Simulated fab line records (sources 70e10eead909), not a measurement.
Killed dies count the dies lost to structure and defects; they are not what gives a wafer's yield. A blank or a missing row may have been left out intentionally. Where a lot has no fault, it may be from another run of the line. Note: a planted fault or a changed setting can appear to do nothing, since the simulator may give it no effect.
Which tool did it? || flow nand_harc || Sampling: 12 lots, 36 wafers, 4 of 1159 route steps

== WHAT THE GAUGES SHOWED, per wafer ==
NHARC_P_M0_INSPECT_27.
{"lot": "L076", "measured": "day 6 08:14", "on": "defect_inspect-01", "raw_defect_count": "419 261 359"}
{"lot": "L077", "measured": "day 6 12:53", "on": "defect_inspect-01", "raw_defect_count": "230 404 310"}
{"lot": "L079", "measured": "day 7 03:20", "on": "defect_inspect-01", "raw_defect_count": "392 679 340"}
{"lot": "L081", "measured": "day 7 12:38", "on": "defect_inspect-01", "raw_defect_count": "424 227 373"}
{"lot": "L083", "measured": "day 8 03:37", "on": "defect_inspect-02", "raw_defect_count": "209 227 264"}
{"lot": "L084", "measured": "day 8 12:59", "on": "defect_inspect-02", "raw_defect_count": "288 274 175"}
{"lot": "L087", "measured": "day 9 03:38", "on": "defect_inspect-02", "raw_defect_count": "222 901 258"}
{"lot": "L089", "measured": "day 10 01:25", "on": "defect_inspect-02", "raw_defect_count": "292 292 573"}
{"lot": "L090", "measured": "day 10 05:26", "on": "defect_inspect-02", "raw_defect_count": "254 352 194"}
{"lot": "L093", "measured": "day 10 10:41", "on": "defect_inspect-02", "raw_defect_count": "438 295 190"}
{"lot": "L095", "measured": "day 11 09:26", "on": "defect_inspect-02", "raw_defect_count": "196 229 219"}
{"lot": "L097", "measured": "day 11 15:11", "on": "defect_inspect-02", "raw_defect_count": "140 287 375"}

== EACH LOT AND THE TOOL THAT RAN IT (in order: tool; ch and the chambers of the sampled wafers; start) ==
{"lot": "L076", "NHARC_P_CONTACT_ETCH_31": "rie_diel-10 ch 0,1,2, day 6 05:45 or earlier", "NHARC_P_CONTACT_CVD_23": "cvd_w-02 ch 0,1, day 6 05:45 or earlier", "NHARC_P_M0_DESCUM_14": "rie_diel-05 ch 0,1,2, day 6 05:45"}
{"lot": "L077", "NHARC_P_CONTACT_ETCH_31": "rie_diel-07 ch 0,2,3, day 6 10:23 or earlier", "NHARC_P_CONTACT_CVD_23": "cvd_w-02 ch 0,1, day 6 10:23 or earlier", "NHARC_P_M0_DESCUM_14": "rie_diel-01 ch 1,2, day 6 10:23"}
{"lot": "L079", "NHARC_P_CONTACT_ETCH_31": "rie_diel-04 ch 0,2,3, day 7 00:52 or earlier", "NHARC_P_CONTACT_CVD_23": "cvd_w-01 ch 0,1, day 7 00:52 or earlier", "NHARC_P_M0_DESCUM_14": "rie_diel-05 ch 0,1,2, day 7 00:52"}
{"lot": "L081", "NHARC_P_CONTACT_ETCH_31": "rie_diel-10 ch 0,1,2, day 7 10:09 or earlier", "NHARC_P_CONTACT_CVD_23": "cvd_w-02 ch 0,1, day 7 10:09 or earlier", "NHARC_P_M0_DESCUM_14": "rie_diel-01 ch 1,2,3, day 7 10:09"}
{"lot": "L083", "NHARC_P_CONTACT_ETCH_31": "rie_diel-04 ch 2,3, day 8 01:08 or earlier", "NHARC_P_CONTACT_CVD_23": "cvd_w-02 ch 0,1, day 8 01:08 or earlier", "NHARC_P_M0_DESCUM_14": "rie_diel-01 ch 1,2, day 8 01:08"}
{"lot": "L084", "NHARC_P_CONTACT_ETCH_31": "rie_diel-10 ch 1,2, day 8 10:31 or earlier", "NHARC_P_CONTACT_CVD_23": "cvd_w-01 ch 0,1, day 8 10:31 or earlier", "NHARC_P_M0_DESCUM_14": "rie_diel-01 ch 2,3, day 8 10:31"}
{"lot": "L087", "NHARC_P_CONTACT_ETCH_31": "rie_diel-10 ch 0,2,3, day 9 01:11 or earlier", "NHARC_P_CONTACT_CVD_23": "cvd_w-02 ch 0,1, day 9 01:11 or earlier", "NHARC_P_M0_DESCUM_14": "rie_diel-05 ch 0,2,3, day 9 01:11"}
{"lot": "L089", "NHARC_P_CONTACT_ETCH_31": "rie_diel-04 ch 1,2,3, day 9 22:56 or earlier", "NHARC_P_CONTACT_CVD_23": "cvd_w-02 ch 1, day 9 22:56 or earlier", "NHARC_P_M0_DESCUM_14": "rie_diel-12 ch 0,3, day 9 22:56"}
{"lot": "L090", "NHARC_P_CONTACT_ETCH_31": "rie_diel-10 ch 1,3, day 10 02:46 or earlier", "NHARC_P_CONTACT_CVD_23": "cvd_w-02 ch 0,1, day 10 02:46 or earlier", "NHARC_P_M0_DESCUM_14": "rie_diel-01 ch 0,1,3, day 10 02:46"}
{"lot": "L093", "NHARC_P_CONTACT_ETCH_31": "rie_diel-10 ch 0,1,2, day 10 08:10 or earlier", "NHARC_P_CONTACT_CVD_23": "cvd_w-02 ch 0,1, day 10 08:10 or earlier", "NHARC_P_M0_DESCUM_14": "rie_diel-12 ch 0,1,3, day 10 08:10"}
{"lot": "L095", "NHARC_P_CONTACT_ETCH_31": "rie_diel-04 ch 2,3, day 11 06:58 or earlier", "NHARC_P_CONTACT_CVD_23": "cvd_w-02 ch 0,1, day 11 06:58 or earlier", "NHARC_P_M0_DESCUM_14": "rie_diel-01 ch 0,1,2, day 11 06:58"}
{"lot": "L097", "NHARC_P_CONTACT_ETCH_31": "rie_diel-10 ch 0,2,3, day 11 12:42 or earlier", "NHARC_P_CONTACT_CVD_23": "cvd_w-02 ch 0,1, day 11 12:42 or earlier", "NHARC_P_M0_DESCUM_14": "rie_diel-05 ch 0,2,3, day 11 12:42"}
- NHARC_P_CONTACT_ETCH_31: etches the open film in CH3F/O2, target depth 30 nm, time 85.7 s.
- NHARC_P_CONTACT_CVD_23: deposits W, target thk 200 nm, time 557 s.
- NHARC_P_M0_DESCUM_14: chemistry O2, time 3 s.

== THE ANSWER, worked out from the rows above alone ==
Rule: what is usual is taken from the lots themselves. The widest of any qualifying gaps counts: lots, ordered by their means at a reading, are off when they make up no more than a third of the lots, leave a main group of 4 or more, and stand apart from it by 3 or more times the standard deviation of that group's means. The tables above print the reading to a certain number of digits; a main group whose means all agree to those digits is not used. Also off: a lot with no number at a reading for which 4 or more lots have one. Any other lot the step has rows for is counted as sound.
No lot is off at any reading shown: from this, nothing can be told.

== WHAT THE SIMULATOR HAD INSERTED ==
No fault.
